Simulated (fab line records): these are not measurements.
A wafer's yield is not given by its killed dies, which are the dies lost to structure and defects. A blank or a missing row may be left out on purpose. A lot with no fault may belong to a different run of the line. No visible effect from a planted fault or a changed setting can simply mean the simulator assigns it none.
The tool behind it: which one? | flow n5-finfet | 27 wafers from 9 lots sampled at 6 of the route's 1938 steps

## WHAT THE GAUGES READ, wafer by wafer
N5_HKMG_FIN_CD_MEAS_49 targets a cd of 202 nm. Usual: 202.1 nm for cd-nm, sd 0.66.
lot  | measured    | on        | cd-nm (nm)        | flag
L667 | day 4 04:42 | cd-sem-03 | 203.1 201.7 202.7 |
L668 | day 4 12:37 | cd-sem-02 | 202.0 201.7 202.6 |
L670 | day 4 22:39 | cd-sem-03 | 201.8 202.0 202.5 |
L673 | day 5 16:58 | cd-sem-01 | 204.0 202.6 202.9 |
L675 | day 6 07:53 | cd-sem-02 | 203.5 202.0 203.4 |
L676 | day 6 16:59 | cd-sem-02 | 201.8 201.2 201.5 |
L678 | day 7 02:56 | cd-sem-02 | 244.6 202.5 201.8 | OFF
L687 | day 9 07:26 | cd-sem-01 | 203.1 202.0 202.3 |
L688 | day 9 11:53 | cd-sem-03 | 202.8 202.7 203.5 |

N5_BEOL_M4_RC_MEAS_101. Usual: DIBL_N 35.8 mV/V, standard deviation 1.6; DIBL_P 36.0 mV/V, standard deviation 2.1; IOFF_N 0.153 nA/um, standard deviation 0.026; IOFF_P 0.21 nA/um, standard deviation 0.037; ION_N 673 uA/um, standard deviation 11; ION_P 462 uA/um, standard deviation 7.6; SS_N 71.4 mV/dec, standard deviation 0.53; SS_P 73.2 mV/dec, standard deviation 0.67; VT_N 250 mV, standard deviation 3.2; VT_P -250 mV, standard deviation 3.7.
lot  | measured     | on        | DIBL_N (mV/V)  | DIBL_P (mV/V)  | IOFF_N (nA/um)    | IOFF_P (nA/um) | ION_N (uA/um) | ION_P (uA/um) | SS_N (mV/dec)  | SS_P (mV/dec)  | VT_N (mV)   | VT_P (mV)      | flag
L667 | day 8 09:25  | prober-02 | 35.3 37.4 35.5 | 36.1 37.9 35.7 | 0.139 0.165 0.137 | 0.18 0.20 0.18 | 670 675 673   | 453 460 456   | 71.1 71.7 71.6 | 73.2 73.4 72.4 | 252 250 253 | -255 -250 -252 |
L668 | day 8 23:57  | prober-01 | 36.7 37.7 35.7 | 38.9 40.2 37.7 | 0.176 0.201 0.146 | 0.28 0.32 0.26 | 693 682 673   | 472 477 470   | 71.4 72.1 71.0 | 74.1 74.1 73.2 | 250 246 252 | -243 -240 -244 |
L670 | day 9 06:08  | prober-01 | 37.5 37.4 36.8 | 36.1 36.3 35.5 | 0.193 0.183 0.180 | 0.24 0.25 0.24 | 691 685 697   | 468 471 476   | 71.4 70.9 70.6 | 73.7 73.9 72.9 | 245 246 245 | -246 -243 -243 |
L673 | day 9 15:46  | prober-01 | 33.7 33.4 31.5 | 33.4 32.9 30.3 | 0.121 0.111 0.091 | 0.17 0.15 0.13 | 658 653 647   | 458 450 445   | 70.6 70.4 70.2 | 72.8 72.2 72.0 | 253 254 256 | -255 -253 -257 |
L675 | day 10 08:57 | prober-01 | 35.2 35.3 36.4 | 35.2 35.7 37.6 | 0.136 0.153 0.168 | 0.18 0.20 0.22 | 671 688 688   | 462 468 469   | 71.4 70.8 71.9 | 73.4 72.8 72.6 | 250 249 246 | -252 -249 -248 |
L676 | day 11 00:27 | prober-01 | 36.1 35.8 35.7 | 38.3 37.3 36.3 | 0.179 0.177 0.165 | 0.27 0.27 0.23 | 676 675 670   | 469 474 467   | 71.6 71.6 71.9 | 74.0 74.0 72.8 | 250 247 248 | -243 -244 -248 |
L678 | day 11 01:00 | prober-02 | 33.7 36.6      | 32.9 37.2      | 0.112 0.168       | 0.17 0.23      | 659 684       | 457 465       | 70.6 71.2      | 72.4 73.2      | 255 249     | -251 -248      |
L687 | day 13 14:24 | prober-02 | 37.5 38.3 38.3 | 38.2 39.0 38.8 | 0.156 0.157 0.167 | 0.21 0.24 0.22 | 668 672 674   | 458 469 458   | 71.6 71.8 71.5 | 73.6 74.3 73.8 | 251 252 248 | -251 -250 -249 |
L688 | day 13 14:36 | prober-01 | 33.2 34.2 37.3 | 32.0 32.8 37.4 | 0.110 0.118 0.188 | 0.15 0.15 0.24 | 664 667 685   | 457 458 467   | 70.9 71.0 71.0 | 71.6 72.4 73.3 | 256 253 246 | -254 -256 -250 |

## WHICH TOOL RAN EACH LOT (tool, then ch and the chambers of the sampled wafers, then the start)
lot  | N5_SDB_ALD_29                    | N5_HKMG_FIN_ALD_75              | N5_HKMG_FIN_EXPOSE_46             | N5_HKMG_FIN_ETCH_55
L667 | ald-sin-03 ch 0,2,3, day 4 00:14 | ald-hk-01 ch 0,2,3, day 4 04:22 | arfi-scanner-03 ch 0, day 4 04:35 | rie-diel-06 ch 0,1, day 4 05:02
L668 | ald-sin-03 ch 0,1,3, day 4 08:08 | ald-hk-01 ch 0,2,3, day 4 12:17 | arfi-scanner-03 ch 0, day 4 12:30 | rie-diel-01 ch 2,3, day 4 12:48
L670 | ald-sin-01 ch 0,1, day 4 18:04   | ald-hk-01 ch 2,3, day 4 22:11   | arfi-scanner-01 ch 0, day 4 22:32 | rie-diel-05 ch 0,1,2, day 4 22:50
L673 | ald-sin-01 ch 1,3, day 5 12:22   | ald-hk-03 ch 1,2, day 5 16:30   | arfi-scanner-03 ch 0, day 5 16:50 | rie-diel-01 ch 0,3, day 5 17:09
L675 | ald-sin-02 ch 0,1,2, day 6 02:53 | ald-hk-03 ch 0,2, day 6 07:20   | arfi-scanner-02 ch 0, day 6 07:46 | rie-diel-06 ch 1,3, day 6 08:04
L676 | ald-sin-03 ch 0,1,2, day 6 12:07 | ald-hk-03 ch 0,1,2, day 6 16:26 | arfi-scanner-01 ch 0, day 6 16:52 | rie-diel-06 ch 0,2,3, day 6 17:10
L678 | ald-sin-03 ch 0,1,2, day 6 22:19 | ald-hk-01 ch 0,1,2, day 7 02:31 | arfi-scanner-01 ch 0, day 7 02:49 | rie-diel-06 ch 1,2,3, day 7 03:09
L687 | ald-sin-03 ch 0,2,3, day 9 02:38 | ald-hk-01 ch 0,1,2, day 9 06:57 | arfi-scanner-03 ch 0, day 9 07:19 | rie-diel-01 ch 0,2,3, day 9 07:37
L688 | ald-sin-01 ch 0,1,2, day 9 07:12 | ald-hk-03 ch 1,2, day 9 11:32   | arfi-scanner-03 ch 0, day 9 11:46 | rie-diel-05 ch 0,3, day 9 12:03
- N5_SDB_ALD_29: deposits SiNx, target thk 30 nm, pulse time 1 s, ald cycles 600.
- N5_HKMG_FIN_ALD_75: deposits Al2O3, target thk 1 nm, co reactant pulse time 1 s.
- N5_HKMG_FIN_EXPOSE_46: exposes mask NDIPOLE.
- N5_HKMG_FIN_ETCH_55: etches SOC in N2/H2, target depth 240 nm, time 300 s.

## AS READ BY THE TOOLS THEMSELVES (means over the sampled wafers that have a number; for cases with no such wafer, the mark the record gives instead)
N5_SDB_ALD_29. Usual: heater-power-outer-w 553 W, standard deviation 53; heater-power-w 873 W, standard deviation 59; precursor-pulse-height-rel 1.000, standard deviation 0.02.
lot  | tool       | heater-power-outer-w (W) | heater-power-w (W) | precursor-pulse-height-rel | flag
L667 | ald-sin-03 | 563                      | 892                | 0.990                      |
L668 | ald-sin-03 | 568                      | 893                | 0.998                      |
L670 | ald-sin-01 | 458                      | 802                | 0.983                      |
L673 | ald-sin-01 | 535                      | 848                | 1.003                      |
L675 | ald-sin-02 | 517                      | 828                | 0.993                      |
L676 | ald-sin-03 | 584                      | 926                | 1.000                      |
L678 | ald-sin-03 | 587                      | 911                | 0.993                      |
L687 | ald-sin-03 | 580                      | 899                | 1.007                      |
L688 | ald-sin-01 | 490                      | 814                | 1.010                      |

N5_HKMG_FIN_ALD_75. Usual: heater-power-outer-w 77 W, standard deviation 9.4; heater-power-w 150 W, standard deviation 20; precursor-pulse-height-rel 0.999, standard deviation 0.022.
lot  | tool      | heater-power-outer-w (W) | heater-power-w (W) | precursor-pulse-height-rel | flag
L667 | ald-hk-01 | 85                       | 169                | 1.009                      |
L668 | ald-hk-01 | 85                       | 172                | 1.009                      |
L670 | ald-hk-01 | 84                       | 162                | 1.015                      |
L673 | ald-hk-03 | 78                       | 144                | 1.008                      |
L675 | ald-hk-03 | 76                       | 142                | 0.972                      |
L676 | ald-hk-03 | 73                       | 140                | 1.000                      |
L678 | ald-hk-01 | 84                       | 167                | 0.983                      |
L687 | ald-hk-01 | 83                       | 171                | 1.006                      |
L688 | ald-hk-03 | 79                       | 147                | 1.002                      |

N5_HKMG_FIN_ETCH_55. Usual: chamber-pressure-mTorr is 30.002 mTorr with standard deviation 0.028, drypump-motor-current-A is 5.7 A with standard deviation 0.54, h2-flow-sccm is 200.0 sccm with standard deviation 0.61, oes-product-au is 0.78 a.u. with standard deviation 0.079, rf-vpp-V is 524.9 V with standard deviation 2.2, showerhead-plenum-p-Torr is 2.57 Torr with standard deviation 0.076, and throttle-valve-pct is 17.87 % with standard deviation 0.22.
lot  | tool        | chamber-pressure-mTorr (mTorr) | drypump-motor-current-A (A) | h2-flow-sccm (sccm) | oes-product-au (a.u.) | rf-vpp-V (V) | showerhead-plenum-p-Torr (Torr) | throttle-valve-pct (%) | flag
L667 | rie-diel-06 | 29.995                         | 5.1                         | 199.7               | 0.82                  | 523.8        | 2.53                            | 17.59                  |
L668 | rie-diel-01 | 29.980                         | 5.8                         | 199.7               | 0.76                  | 526.3        | 2.65                            | 18.08                  |
L670 | rie-diel-05 | 30.028                         | 5.8                         | 200.2               | 0.75                  | 525.7        | 2.61                            | 17.95                  |
L673 | rie-diel-01 | 29.992                         | 5.2                         | 200.1               | 0.78                  | 524.8        | 2.57                            | 17.98                  |
L675 | rie-diel-06 | 29.995                         | 5.6                         | 200.2               | 0.76                  | 523.7        | 2.55                            | 17.85                  |
L676 | rie-diel-06 | 29.999                         | 5.8                         | 200.4               | 0.77                  | 524.1        | 2.55                            | 17.88                  |
L678 | rie-diel-06 | 30.019                         | 5.9                         | 199.8               | 0.74                  | 524.8        | 2.56                            | 17.82                  |
L687 | rie-diel-01 | 29.969                         | 5.5                         | 199.9               | 0.75                  | 524.7        | 2.57                            | 17.99                  |
L688 | rie-diel-05 | 29.994                         | 6.0                         | 200.1               | 0.78                  | 525.9        | 2.62                            | 17.64                  |

## THE ANSWER, worked out from the rows above alone
Rule: take the mean of a lot's wafers that have a number; if it is more than 3 standard deviations from the usual mean, the lot is off. Also off: a lot with no number at a reading for which 4 or more lots have one. Any other lot the step has rows for is counted as sound. Order of review: gauges by route order, followed by the tools' own readings, for which a lot's mean as printed above is used. At the first step where some lot is off, the reading lying furthest off is the one used; lots without a number count as furthest.
Off: L678, at N5_HKMG_FIN_CD_MEAS_49 (cd-nm).
A tool fits if, at a process step before that reading, it ran every lot that is off, and no sound lot after the first of them. The gauges at N5_HKMG_FIN_CD_MEAS_49 are tried like those tools. Can't be told from this: 2 tools fit, arfi-scanner-01 at N5_HKMG_FIN_EXPOSE_46, cd-sem-02 at N5_HKMG_FIN_CD_MEAS_49.

## WHAT THE SIMULATOR PUT IN
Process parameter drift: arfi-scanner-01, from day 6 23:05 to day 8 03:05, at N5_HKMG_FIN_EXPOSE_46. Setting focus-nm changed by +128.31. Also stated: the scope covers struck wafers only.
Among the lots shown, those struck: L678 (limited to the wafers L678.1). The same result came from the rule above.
